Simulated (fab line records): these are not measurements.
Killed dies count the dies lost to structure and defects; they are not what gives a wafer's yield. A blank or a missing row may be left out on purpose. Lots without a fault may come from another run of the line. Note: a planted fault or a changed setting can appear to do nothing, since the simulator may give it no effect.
Which tool is to blame? / flow n5-finfet / 72 wafers from 24 lots sampled at 5 of the route's 1938 steps

WHAT EACH GAUGE READ, for each wafer
N5_BEOL_M9_THK_MEAS_53: measures by xrf. Usual: M9_THK 142.2 nm, standard deviation 2.7.
lot=L074; measured=day 9 20:41; on=film-metro-02; M9_THK (nm)=139.7 142.5 143.1; flag=
lot=L075; measured=day 9 20:56; on=film-metro-01; M9_THK (nm)=140.9 142.4 143.8; flag=
lot=L076; measured=day 10 03:23; on=film-metro-02; M9_THK (nm)=142.9 142.0 142.9; flag=
lot=L077; measured=day 10 15:20; on=film-metro-01; M9_THK (nm)=144.9 145.2 143.2; flag=
lot=L078; measured=day 11 00:07; on=film-metro-01; M9_THK (nm)=142.9 140.5 140.6; flag=
lot=L079; measured=day 11 09:26; on=film-metro-01; M9_THK (nm)=142.3 146.2 148.6; flag=
lot=L080; measured=day 11 12:01; on=film-metro-02; M9_THK (nm)=143.6 140.8 140.0; flag=
lot=L081; measured=day 12 02:35; on=film-metro-02; M9_THK (nm)=142.2 147.8 142.7; flag=
lot=L082; measured=day 12 03:16; on=film-metro-02; M9_THK (nm)=145.9 143.7 142.3; flag=
lot=L083; measured=day 12 09:08; on=film-metro-02; M9_THK (nm)=141.4 143.9 141.0; flag=
lot=L086; measured=day 12 11:43; on=film-metro-01; M9_THK (nm)=144.3 145.4 141.7; flag=
lot=L085; measured=day 12 17:15; on=film-metro-02; M9_THK (nm)=137.5 141.9 137.8; flag=
lot=L084; measured=day 12 16:53; on=film-metro-02; M9_THK (nm)=142.7 139.4 141.0; flag=
lot=L087; measured=day 13 01:57; on=film-metro-02; M9_THK (nm)=141.8 142.7 143.7; flag=
lot=L089; measured=day 13 12:02; on=film-metro-02; M9_THK (nm)=144.2 142.3 141.0; flag=
lot=L088; measured=day 13 13:48; on=film-metro-01; M9_THK (nm)=145.6 142.6 142.7; flag=
lot=L091; measured=day 13 18:38; on=film-metro-02; M9_THK (nm)=140.3 144.2 141.3; flag=
lot=L092; measured=day 14 03:25; on=film-metro-02; M9_THK (nm)=141.5 138.3 141.2; flag=
lot=L090; measured=day 14 05:29; on=film-metro-02; M9_THK (nm)=145.2 144.3 146.0; flag=
lot=L094; measured=day 15 05:43; on=film-metro-02; M9_THK (nm)=142.1 139.0 143.2; flag=
lot=L093; measured=day 15 10:03; on=film-metro-01; M9_THK (nm)=143.2 139.2 138.0; flag=
lot=L097; measured=day 15 09:51; on=film-metro-02; M9_THK (nm)=144.4 140.7 142.7; flag=
lot=L095; measured=day 15 10:23; on=film-metro-02; M9_THK (nm)=141.1 141.0 141.9; flag=
lot=L096; measured=day 15 09:46; on=film-metro-01; M9_THK (nm)=137.1 138.7 137.2; flag=

WHAT TOOL EACH LOT RAN ON (gives the tool, then ch and the chambers of the sampled wafers, and finally the start)
lot=L074; N5_BEOL_M8_CURE_75=uv-cure-03 ch 1, day 9 10:34; N5_BEOL_M8_DEP_56=pecvd-02 ch 0,1, day 9 12:23; N5_BEOL_M9_HM_OPEN_17=rie-metal-03 ch 1, day 9 15:23; N5_BEOL_M9_SPUTTER_48=pvd-sputter-03, day 9 19:52
lot=L075; N5_BEOL_M8_CURE_75=uv-cure-02 ch 0, day 9 10:58; N5_BEOL_M8_DEP_56=pecvd-04 ch 0, day 9 14:40; N5_BEOL_M9_HM_OPEN_17=rie-metal-03 ch 1, day 9 17:23; N5_BEOL_M9_SPUTTER_48=pvd-sputter-02, day 9 20:07
lot=L076; N5_BEOL_M8_CURE_75=uv-cure-03 ch 0, day 9 19:19; N5_BEOL_M8_DEP_56=pecvd-04 ch 0,1, day 9 21:21; N5_BEOL_M9_HM_OPEN_17=rie-metal-01 ch 0,1, day 9 23:46; N5_BEOL_M9_SPUTTER_48=pvd-sputter-01, day 10 02:32
lot=L077; N5_BEOL_M8_CURE_75=uv-cure-03 ch 0, day 10 04:33; N5_BEOL_M8_DEP_56=pecvd-02 ch 0,1,2, day 10 07:16; N5_BEOL_M9_HM_OPEN_17=rie-metal-01 ch 0,1, day 10 08:53; N5_BEOL_M9_SPUTTER_48=pvd-sputter-01, day 10 13:32
lot=L078; N5_BEOL_M8_CURE_75=uv-cure-03 ch 1, day 10 13:22; N5_BEOL_M8_DEP_56=pecvd-04 ch 0,1, day 10 16:55; N5_BEOL_M9_HM_OPEN_17=rie-metal-03 ch 0,1, day 10 20:13; N5_BEOL_M9_SPUTTER_48=pvd-sputter-01, day 10 23:17
lot=L079; N5_BEOL_M8_CURE_75=uv-cure-02 ch 2, day 10 20:41; N5_BEOL_M8_DEP_56=pecvd-03 ch 0,1,2, day 10 23:59; N5_BEOL_M9_HM_OPEN_17=rie-metal-02 ch 0,1, day 11 02:53; N5_BEOL_M9_SPUTTER_48=pvd-sputter-02, day 11 08:34
lot=L080; N5_BEOL_M8_CURE_75=uv-cure-02 ch 1, day 11 00:05; N5_BEOL_M8_DEP_56=pecvd-03 ch 0,1, day 11 03:46; N5_BEOL_M9_HM_OPEN_17=rie-metal-03 ch 1, day 11 08:15; N5_BEOL_M9_SPUTTER_48=pvd-sputter-03, day 11 11:11
lot=L081; N5_BEOL_M8_CURE_75=uv-cure-02 ch 2, day 11 16:16; N5_BEOL_M8_DEP_56=pecvd-02 ch 0,1,2, day 11 18:17; N5_BEOL_M9_HM_OPEN_17=rie-metal-02 ch 0,1, day 11 21:35; N5_BEOL_M9_SPUTTER_48=pvd-sputter-03, day 12 00:18
lot=L082; N5_BEOL_M8_CURE_75=uv-cure-01 ch 0, day 11 16:39; N5_BEOL_M8_DEP_56=pecvd-04 ch 0,1, day 11 18:41; N5_BEOL_M9_HM_OPEN_17=rie-metal-01 ch 0, day 11 21:53; N5_BEOL_M9_SPUTTER_48=pvd-sputter-01, day 12 02:26
lot=L083; N5_BEOL_M8_CURE_75=uv-cure-03 ch 0, day 11 23:19; N5_BEOL_M8_DEP_56=pecvd-03 ch 1,2, day 12 02:25; N5_BEOL_M9_HM_OPEN_17=rie-metal-03 ch 0,1, day 12 04:59; N5_BEOL_M9_SPUTTER_48=pvd-sputter-03, day 12 08:14
lot=L086; N5_BEOL_M8_CURE_75=uv-cure-01 ch 2, day 12 02:03; N5_BEOL_M8_DEP_56=pecvd-02 ch 0,1, day 12 04:31; N5_BEOL_M9_HM_OPEN_17=rie-metal-02 ch 0,1, day 12 06:45; N5_BEOL_M9_SPUTTER_48=pvd-sputter-03, day 12 10:53
lot=L085; N5_BEOL_M8_CURE_75=uv-cure-03 ch 0, day 12 05:18; N5_BEOL_M8_DEP_56=pecvd-04 ch 1,2, day 12 08:29; N5_BEOL_M9_HM_OPEN_17=rie-metal-02 ch 0,1, day 12 11:44; N5_BEOL_M9_SPUTTER_48=pvd-sputter-03, day 12 16:26
lot=L084; N5_BEOL_M8_CURE_75=uv-cure-03 ch 0, day 12 06:27; N5_BEOL_M8_DEP_56=pecvd-03 ch 0,2, day 12 08:56; N5_BEOL_M9_HM_OPEN_17=rie-metal-03 ch 0,1, day 12 12:17; N5_BEOL_M9_SPUTTER_48=pvd-sputter-03, day 12 16:04
lot=L087; N5_BEOL_M8_CURE_75=uv-cure-03 ch 1, day 12 14:20; N5_BEOL_M8_DEP_56=pecvd-02 ch 1,2, day 12 16:32; N5_BEOL_M9_HM_OPEN_17=rie-metal-03 ch 0,1, day 12 20:22; N5_BEOL_M9_SPUTTER_48=pvd-sputter-02, day 13 00:25
lot=L089; N5_BEOL_M8_CURE_75=uv-cure-03 ch 2, day 13 01:22; N5_BEOL_M8_DEP_56=pecvd-03 ch 1,2, day 13 03:23; N5_BEOL_M9_HM_OPEN_17=rie-metal-03 ch 0,1, day 13 07:24; N5_BEOL_M9_SPUTTER_48=pvd-sputter-02, day 13 10:56
lot=L088; N5_BEOL_M8_CURE_75=uv-cure-02 ch 2, day 13 03:27; N5_BEOL_M8_DEP_56=pecvd-03 ch 0,1,2, day 13 06:25; N5_BEOL_M9_HM_OPEN_17=rie-metal-02 ch 0,1, day 13 08:38; N5_BEOL_M9_SPUTTER_48=pvd-sputter-01, day 13 12:52
lot=L091; N5_BEOL_M8_CURE_75=uv-cure-01 ch 0, day 13 06:52; N5_BEOL_M8_DEP_56=pecvd-02 ch 0,1, day 13 08:49; N5_BEOL_M9_HM_OPEN_17=rie-metal-03 ch 0,1, day 13 12:33; N5_BEOL_M9_SPUTTER_48=pvd-sputter-01, day 13 17:49
lot=L092; N5_BEOL_M8_CURE_75=uv-cure-03 ch 2, day 13 12:25; N5_BEOL_M8_DEP_56=pecvd-03 ch 1,2, day 13 14:35; N5_BEOL_M9_HM_OPEN_17=rie-metal-01 ch 0, day 13 18:35; N5_BEOL_M9_SPUTTER_48=pvd-sputter-03, day 14 02:35
lot=L090; N5_BEOL_M8_CURE_75=uv-cure-02 ch 1, day 13 13:44; N5_BEOL_M8_DEP_56=pecvd-03 ch 1,2, day 13 18:23; N5_BEOL_M9_HM_OPEN_17=rie-metal-03 ch 0,1, day 13 23:29; N5_BEOL_M9_SPUTTER_48=pvd-sputter-01, day 14 04:27
lot=L094; N5_BEOL_M8_CURE_75=uv-cure-03 ch 1, day 14 20:50; N5_BEOL_M8_DEP_56=pecvd-02 ch 0,1,2, day 14 23:42; N5_BEOL_M9_HM_OPEN_17=rie-metal-01 ch 0,1, day 15 01:23; N5_BEOL_M9_SPUTTER_48=pvd-sputter-02, day 15 04:05
lot=L093; N5_BEOL_M8_CURE_75=uv-cure-02 ch 1, day 14 20:59; N5_BEOL_M8_DEP_56=pecvd-02 ch 0,2, day 14 23:49; N5_BEOL_M9_HM_OPEN_17=rie-metal-03 ch 0,1, day 15 04:00; N5_BEOL_M9_SPUTTER_48=pvd-sputter-01, day 15 09:09
lot=L097; N5_BEOL_M8_CURE_75=uv-cure-01 ch 1, day 14 21:14; N5_BEOL_M8_DEP_56=pecvd-04 ch 1,2, day 15 00:04; N5_BEOL_M9_HM_OPEN_17=rie-metal-03 ch 0,1, day 15 03:39; N5_BEOL_M9_SPUTTER_48=pvd-sputter-01, day 15 09:02
lot=L095; N5_BEOL_M8_CURE_75=uv-cure-03 ch 0, day 14 21:17; N5_BEOL_M8_DEP_56=pecvd-04 ch 0,1, day 15 00:31; N5_BEOL_M9_HM_OPEN_17=rie-metal-02 ch 0,1, day 15 04:01; N5_BEOL_M9_SPUTTER_48=pvd-sputter-01, day 15 09:25
lot=L096; N5_BEOL_M8_CURE_75=uv-cure-02 ch 1, day 14 21:23; N5_BEOL_M8_DEP_56=pecvd-02 ch 0,1,2, day 15 00:34; N5_BEOL_M9_HM_OPEN_17=rie-metal-03 ch 0, day 15 04:14; N5_BEOL_M9_SPUTTER_48=pvd-sputter-01, day 15 08:57
- N5_BEOL_M8_CURE_75: cures SiCOH lowk, time 120 s.
- N5_BEOL_M8_DEP_56: deposits SiCN from 3MS/NH3, target thk 10 nm, time 17.5 s.
- N5_BEOL_M9_HM_OPEN_17: chemistry Cl2/BCl3, target TiN, target depth 20 nm, overetch 6 nm.
- N5_BEOL_M9_SPUTTER_48: material Cu, target thk 12 nm, time 2 s.

AS READ BY THE TOOLS THEMSELVES (means over the sampled wafers that have a number; for cases with no such wafer, the mark the record gives instead)
N5_BEOL_M8_CURE_75. Usual: lamp-power-pct 52.31 %, standard deviation 0.055; wafer_temp_C_max 371.6, standard deviation 0.53.
lot=L074; tool=uv-cure-03; lamp-power-pct (%)=52.32; wafer_temp_C_max=371.5; flag=
lot=L075; tool=uv-cure-02; lamp-power-pct (%)=52.32; wafer_temp_C_max=372.1; flag=
lot=L076; tool=uv-cure-03; lamp-power-pct (%)=52.28; wafer_temp_C_max=371.1; flag=
lot=L077; tool=uv-cure-03; lamp-power-pct (%)=52.33; wafer_temp_C_max=371.1; flag=
lot=L078; tool=uv-cure-03; lamp-power-pct (%)=52.33; wafer_temp_C_max=371.0; flag=
lot=L079; tool=uv-cure-02; lamp-power-pct (%)=52.29; wafer_temp_C_max=372.9; flag=
lot=L080; tool=uv-cure-02; lamp-power-pct (%)=52.24; wafer_temp_C_max=371.9; flag=
lot=L081; tool=uv-cure-02; lamp-power-pct (%)=52.33; wafer_temp_C_max=372.0; flag=
lot=L082; tool=uv-cure-01; lamp-power-pct (%)=52.29; wafer_temp_C_max=371.3; flag=
lot=L083; tool=uv-cure-03; lamp-power-pct (%)=52.32; wafer_temp_C_max=371.8; flag=
lot=L086; tool=uv-cure-01; lamp-power-pct (%)=52.30; wafer_temp_C_max=372.2; flag=
lot=L085; tool=uv-cure-03; lamp-power-pct (%)=52.31; wafer_temp_C_max=371.7; flag=
lot=L084; tool=uv-cure-03; lamp-power-pct (%)=52.29; wafer_temp_C_max=371.6; flag=
lot=L087; tool=uv-cure-03; lamp-power-pct (%)=52.40; wafer_temp_C_max=371.0; flag=
lot=L089; tool=uv-cure-03; lamp-power-pct (%)=52.30; wafer_temp_C_max=371.5; flag=
lot=L088; tool=uv-cure-02; lamp-power-pct (%)=52.34; wafer_temp_C_max=372.3; flag=
lot=L091; tool=uv-cure-01; lamp-power-pct (%)=52.35; wafer_temp_C_max=371.2; flag=
lot=L092; tool=uv-cure-03; lamp-power-pct (%)=52.32; wafer_temp_C_max=371.3; flag=
lot=L090; tool=uv-cure-02; lamp-power-pct (%)=52.24; wafer_temp_C_max=371.3; flag=
lot=L094; tool=uv-cure-03; lamp-power-pct (%)=52.36; wafer_temp_C_max=371.2; flag=
lot=L093; tool=uv-cure-02; lamp-power-pct (%)=52.33; wafer_temp_C_max=371.9; flag=
lot=L097; tool=uv-cure-01; lamp-power-pct (%)=52.36; wafer_temp_C_max=372.1; flag=
lot=L095; tool=uv-cure-03; lamp-power-pct (%)=52.32; wafer_temp_C_max=371.3; flag=
lot=L096; tool=uv-cure-02; lamp-power-pct (%)=52.32; wafer_temp_C_max=371.3; flag=

N5_BEOL_M8_DEP_56. Usual: showerhead-plenum-p-Torr 3.667 Torr, standard deviation 0.013; throttle-valve-pct 9.0 %, standard deviation 0.33.
lot=L074; tool=pecvd-02; showerhead-plenum-p-Torr (Torr)=3.673; throttle-valve-pct (%)=8.7; flag=
lot=L075; tool=pecvd-04; showerhead-plenum-p-Torr (Torr)=3.671; throttle-valve-pct (%)=9.1; flag=
lot=L076; tool=pecvd-04; showerhead-plenum-p-Torr (Torr)=3.664; throttle-valve-pct (%)=9.1; flag=
lot=L077; tool=pecvd-02; showerhead-plenum-p-Torr (Torr)=3.666; throttle-valve-pct (%)=9.2; flag=
lot=L078; tool=pecvd-04; showerhead-plenum-p-Torr (Torr)=3.663; throttle-valve-pct (%)=9.2; flag=
lot=L079; tool=pecvd-03; showerhead-plenum-p-Torr (Torr)=3.669; throttle-valve-pct (%)=9.1; flag=
lot=L080; tool=pecvd-03; showerhead-plenum-p-Torr (Torr)=3.659; throttle-valve-pct (%)=9.1; flag=
lot=L081; tool=pecvd-02; showerhead-plenum-p-Torr (Torr)=3.665; throttle-valve-pct (%)=8.9; flag=
lot=L082; tool=pecvd-04; showerhead-plenum-p-Torr (Torr)=3.662; throttle-valve-pct (%)=9.0; flag=
lot=L083; tool=pecvd-03; showerhead-plenum-p-Torr (Torr)=3.675; throttle-valve-pct (%)=9.0; flag=
lot=L086; tool=pecvd-02; showerhead-plenum-p-Torr (Torr)=3.662; throttle-valve-pct (%)=8.7; flag=
lot=L085; tool=pecvd-04; showerhead-plenum-p-Torr (Torr)=3.655; throttle-valve-pct (%)=8.8; flag=
lot=L084; tool=pecvd-03; showerhead-plenum-p-Torr (Torr)=3.660; throttle-valve-pct (%)=9.3; flag=
lot=L087; tool=pecvd-02; showerhead-plenum-p-Torr (Torr)=3.665; throttle-valve-pct (%)=9.0; flag=
lot=L089; tool=pecvd-03; showerhead-plenum-p-Torr (Torr)=3.681; throttle-valve-pct (%)=9.0; flag=
lot=L088; tool=pecvd-03; showerhead-plenum-p-Torr (Torr)=3.667; throttle-valve-pct (%)=8.9; flag=
lot=L091; tool=pecvd-02; showerhead-plenum-p-Torr (Torr)=3.668; throttle-valve-pct (%)=8.9; flag=
lot=L092; tool=pecvd-03; showerhead-plenum-p-Torr (Torr)=3.678; throttle-valve-pct (%)=9.0; flag=
lot=L090; tool=pecvd-03; showerhead-plenum-p-Torr (Torr)=3.679; throttle-valve-pct (%)=9.1; flag=
lot=L094; tool=pecvd-02; showerhead-plenum-p-Torr (Torr)=3.668; throttle-valve-pct (%)=9.1; flag=
lot=L093; tool=pecvd-02; showerhead-plenum-p-Torr (Torr)=3.677; throttle-valve-pct (%)=9.4; flag=
lot=L097; tool=pecvd-04; showerhead-plenum-p-Torr (Torr)=3.657; throttle-valve-pct (%)=8.9; flag=
lot=L095; tool=pecvd-04; showerhead-plenum-p-Torr (Torr)=3.657; throttle-valve-pct (%)=9.3; flag=
lot=L096; tool=pecvd-02; showerhead-plenum-p-Torr (Torr)=3.669; throttle-valve-pct (%)=9.1; flag=

N5_BEOL_M9_HM_OPEN_17. Usual: chamber-pressure-mTorr 10.000 mTorr, standard deviation 0.0084; drypump-motor-current-A 6.00 A, standard deviation 0.22; oes_ar_750_au 0.82 a.u., standard deviation 0.11; oes-product-au 0.70 a.u., standard deviation 0.094; throttle-valve-pct 22.21 %, standard deviation 0.14.
lot=L074; tool=rie-metal-03; chamber-pressure-mTorr (mTorr)=9.999; drypump-motor-current-A (A)=6.15; oes_ar_750_au (a.u.)=0.84; oes-product-au (a.u.)=0.71; throttle-valve-pct (%)=22.02; flag=
lot=L075; tool=rie-metal-03; chamber-pressure-mTorr (mTorr)=10.003; drypump-motor-current-A (A)=6.17; oes_ar_750_au (a.u.)=0.84; oes-product-au (a.u.)=0.71; throttle-valve-pct (%)=22.03; flag=
lot=L076; tool=rie-metal-01; chamber-pressure-mTorr (mTorr)=10.002; drypump-motor-current-A (A)=5.96; oes_ar_750_au (a.u.)=0.68; oes-product-au (a.u.)=0.58; throttle-valve-pct (%)=22.18; flag=
lot=L077; tool=rie-metal-01; chamber-pressure-mTorr (mTorr)=9.989; drypump-motor-current-A (A)=5.96; oes_ar_750_au (a.u.)=0.67; oes-product-au (a.u.)=0.57; throttle-valve-pct (%)=22.18; flag=
lot=L078; tool=rie-metal-03; chamber-pressure-mTorr (mTorr)=10.007; drypump-motor-current-A (A)=6.02; oes_ar_750_au (a.u.)=0.89; oes-product-au (a.u.)=0.76; throttle-valve-pct (%)=22.14; flag=
lot=L079; tool=rie-metal-02; chamber-pressure-mTorr (mTorr)=9.999; drypump-motor-current-A (A)=6.01; oes_ar_750_au (a.u.)=0.90; oes-product-au (a.u.)=0.78; throttle-valve-pct (%)=22.29; flag=
lot=L080; tool=rie-metal-03; chamber-pressure-mTorr (mTorr)=9.993; drypump-motor-current-A (A)=6.15; oes_ar_750_au (a.u.)=0.82; oes-product-au (a.u.)=0.70; throttle-valve-pct (%)=22.04; flag=
lot=L081; tool=rie-metal-02; chamber-pressure-mTorr (mTorr)=9.995; drypump-motor-current-A (A)=5.92; oes_ar_750_au (a.u.)=0.79; oes-product-au (a.u.)=0.68; throttle-valve-pct (%)=22.26; flag=
lot=L082; tool=rie-metal-01; chamber-pressure-mTorr (mTorr)=9.998; drypump-motor-current-A (A)=6.41; oes_ar_750_au (a.u.)=0.76; oes-product-au (a.u.)=0.65; throttle-valve-pct (%)=22.22; flag=
lot=L083; tool=rie-metal-03; chamber-pressure-mTorr (mTorr)=10.005; drypump-motor-current-A (A)=5.91; oes_ar_750_au (a.u.)=0.92; oes-product-au (a.u.)=0.78; throttle-valve-pct (%)=22.26; flag=
lot=L086; tool=rie-metal-02; chamber-pressure-mTorr (mTorr)=9.991; drypump-motor-current-A (A)=6.00; oes_ar_750_au (a.u.)=0.86; oes-product-au (a.u.)=0.75; throttle-valve-pct (%)=22.30; flag=
lot=L085; tool=rie-metal-02; chamber-pressure-mTorr (mTorr)=9.994; drypump-motor-current-A (A)=6.01; oes_ar_750_au (a.u.)=0.86; oes-product-au (a.u.)=0.75; throttle-valve-pct (%)=22.29; flag=
lot=L084; tool=rie-metal-03; chamber-pressure-mTorr (mTorr)=10.004; drypump-motor-current-A (A)=6.04; oes_ar_750_au (a.u.)=0.86; oes-product-au (a.u.)=0.73; throttle-valve-pct (%)=22.14; flag=
lot=L087; tool=rie-metal-03; chamber-pressure-mTorr (mTorr)=10.003; drypump-motor-current-A (A)=5.90; oes_ar_750_au (a.u.)=0.90; oes-product-au (a.u.)=0.77; throttle-valve-pct (%)=22.25; flag=
lot=L089; tool=rie-metal-03; chamber-pressure-mTorr (mTorr)=10.005; drypump-motor-current-A (A)=5.89; oes_ar_750_au (a.u.)=0.90; oes-product-au (a.u.)=0.77; throttle-valve-pct (%)=22.24; flag=
lot=L088; tool=rie-metal-02; chamber-pressure-mTorr (mTorr)=9.997; drypump-motor-current-A (A)=5.91; oes_ar_750_au (a.u.)=0.77; oes-product-au (a.u.)=0.68; throttle-valve-pct (%)=22.26; flag=
lot=L091; tool=rie-metal-03; chamber-pressure-mTorr (mTorr)=9.996; drypump-motor-current-A (A)=5.90; oes_ar_750_au (a.u.)=0.90; oes-product-au (a.u.)=0.76; throttle-valve-pct (%)=22.26; flag=
lot=L092; tool=rie-metal-01; chamber-pressure-mTorr (mTorr)=10.005; drypump-motor-current-A (A)=6.38; oes_ar_750_au (a.u.)=0.75; oes-product-au (a.u.)=0.63; throttle-valve-pct (%)=22.23; flag=
lot=L090; tool=rie-metal-03; chamber-pressure-mTorr (mTorr)=9.999; drypump-motor-current-A (A)=5.91; oes_ar_750_au (a.u.)=0.90; oes-product-au (a.u.)=0.76; throttle-valve-pct (%)=22.26; flag=
lot=L094; tool=rie-metal-01; chamber-pressure-mTorr (mTorr)=9.999; drypump-motor-current-A (A)=6.16; oes_ar_750_au (a.u.)=0.70; oes-product-au (a.u.)=0.59; throttle-valve-pct (%)=22.23; flag=
lot=L093; tool=rie-metal-03; chamber-pressure-mTorr (mTorr)=10.003; drypump-motor-current-A (A)=5.90; oes_ar_750_au (a.u.)=0.87; oes-product-au (a.u.)=0.74; throttle-valve-pct (%)=22.27; flag=
lot=L097; tool=rie-metal-03; chamber-pressure-mTorr (mTorr)=10.006; drypump-motor-current-A (A)=5.89; oes_ar_750_au (a.u.)=0.88; oes-product-au (a.u.)=0.74; throttle-valve-pct (%)=22.26; flag=
lot=L095; tool=rie-metal-02; chamber-pressure-mTorr (mTorr)=9.999; drypump-motor-current-A (A)=6.00; oes_ar_750_au (a.u.)=0.83; oes-product-au (a.u.)=0.71; throttle-valve-pct (%)=22.33; flag=
lot=L096; tool=rie-metal-03; chamber-pressure-mTorr (mTorr)=10.003; drypump-motor-current-A (A)=5.79; oes_ar_750_au (a.u.)=0.91; oes-product-au (a.u.)=0.78; throttle-valve-pct (%)=22.38; flag=

N5_BEOL_M9_SPUTTER_48. Usual: chuck-gas-flow-sccm 1.26 sccm, standard deviation 0.053; substrate-temp-c -20.00 C, standard deviation 0.11; throttle-valve-pct 30.0 %, standard deviation 0.43.
lot=L074; tool=pvd-sputter-03; chuck-gas-flow-sccm (sccm)=1.31; substrate-temp-c (C)=-20.00; throttle-valve-pct (%)=30.2; flag=
lot=L075; tool=pvd-sputter-02; chuck-gas-flow-sccm (sccm)=1.23; substrate-temp-c (C)=-20.02; throttle-valve-pct (%)=30.1; flag=
lot=L076; tool=pvd-sputter-01; chuck-gas-flow-sccm (sccm)=1.26; substrate-temp-c (C)=-19.95; throttle-valve-pct (%)=30.0; flag=
lot=L077; tool=pvd-sputter-01; chuck-gas-flow-sccm (sccm)=1.23; substrate-temp-c (C)=-19.99; throttle-valve-pct (%)=30.1; flag=
lot=L078; tool=pvd-sputter-01; chuck-gas-flow-sccm (sccm)=1.22; substrate-temp-c (C)=-19.95; throttle-valve-pct (%)=29.7; flag=
lot=L079; tool=pvd-sputter-02; chuck-gas-flow-sccm (sccm)=1.23; substrate-temp-c (C)=-20.08; throttle-valve-pct (%)=29.8; flag=
lot=L080; tool=pvd-sputter-03; chuck-gas-flow-sccm (sccm)=1.26; substrate-temp-c (C)=-20.02; throttle-valve-pct (%)=29.6; flag=
lot=L081; tool=pvd-sputter-03; chuck-gas-flow-sccm (sccm)=1.23; substrate-temp-c (C)=-20.01; throttle-valve-pct (%)=30.0; flag=
lot=L082; tool=pvd-sputter-01; chuck-gas-flow-sccm (sccm)=1.27; substrate-temp-c (C)=-19.98; throttle-valve-pct (%)=29.8; flag=
lot=L083; tool=pvd-sputter-03; chuck-gas-flow-sccm (sccm)=1.27; substrate-temp-c (C)=-19.97; throttle-valve-pct (%)=30.2; flag=
lot=L086; tool=pvd-sputter-03; chuck-gas-flow-sccm (sccm)=1.30; substrate-temp-c (C)=-20.13; throttle-valve-pct (%)=30.1; flag=
lot=L085; tool=pvd-sputter-03; chuck-gas-flow-sccm (sccm)=1.25; substrate-temp-c (C)=-19.95; throttle-valve-pct (%)=30.1; flag=
lot=L084; tool=pvd-sputter-03; chuck-gas-flow-sccm (sccm)=1.25; substrate-temp-c (C)=-20.02; throttle-valve-pct (%)=29.7; flag=
lot=L087; tool=pvd-sputter-02; chuck-gas-flow-sccm (sccm)=1.23; substrate-temp-c (C)=-20.02; throttle-valve-pct (%)=29.6; flag=
lot=L089; tool=pvd-sputter-02; chuck-gas-flow-sccm (sccm)=1.25; substrate-temp-c (C)=-20.02; throttle-valve-pct (%)=30.2; flag=
lot=L088; tool=pvd-sputter-01; chuck-gas-flow-sccm (sccm)=1.21; substrate-temp-c (C)=-19.96; throttle-valve-pct (%)=30.1; flag=
lot=L091; tool=pvd-sputter-01; chuck-gas-flow-sccm (sccm)=1.27; substrate-temp-c (C)=-19.87; throttle-valve-pct (%)=30.1; flag=
lot=L092; tool=pvd-sputter-03; chuck-gas-flow-sccm (sccm)=1.27; substrate-temp-c (C)=-20.04; throttle-valve-pct (%)=30.4; flag=
lot=L090; tool=pvd-sputter-01; chuck-gas-flow-sccm (sccm)=1.22; substrate-temp-c (C)=-20.01; throttle-valve-pct (%)=30.1; flag=
lot=L094; tool=pvd-sputter-02; chuck-gas-flow-sccm (sccm)=1.30; substrate-temp-c (C)=-19.95; throttle-valve-pct (%)=30.6; flag=
lot=L093; tool=pvd-sputter-01; chuck-gas-flow-sccm (sccm)=1.28; substrate-temp-c (C)=-19.99; throttle-valve-pct (%)=29.9; flag=
lot=L097; tool=pvd-sputter-01; chuck-gas-flow-sccm (sccm)=1.28; substrate-temp-c (C)=-20.00; throttle-valve-pct (%)=29.8; flag=
lot=L095; tool=pvd-sputter-01; chuck-gas-flow-sccm (sccm)=1.30; substrate-temp-c (C)=-20.08; throttle-valve-pct (%)=29.9; flag=
lot=L096; tool=pvd-sputter-01; chuck-gas-flow-sccm (sccm)=1.28; substrate-temp-c (C)=-20.05; throttle-valve-pct (%)=30.1; flag=

THE ANSWER, worked out from the rows above alone
Rule: a lot counts as off when the mean over its wafers that have a number is more than 3 standard deviations away from the usual mean. A lot without any number at a reading at which 4 lots or more have one is off too. The other lots that the step has rows for count as sound. First the gauges in route order, then the tools' own readings, where a lot's mean is used as printed above. The first step at which some lot is off is used, and at that step the reading that is off furthest; a lot without a number counts as furthest.
Nothing can be told from this: no lot is off at any reading shown.

WHAT THE SIMULATOR PUT IN
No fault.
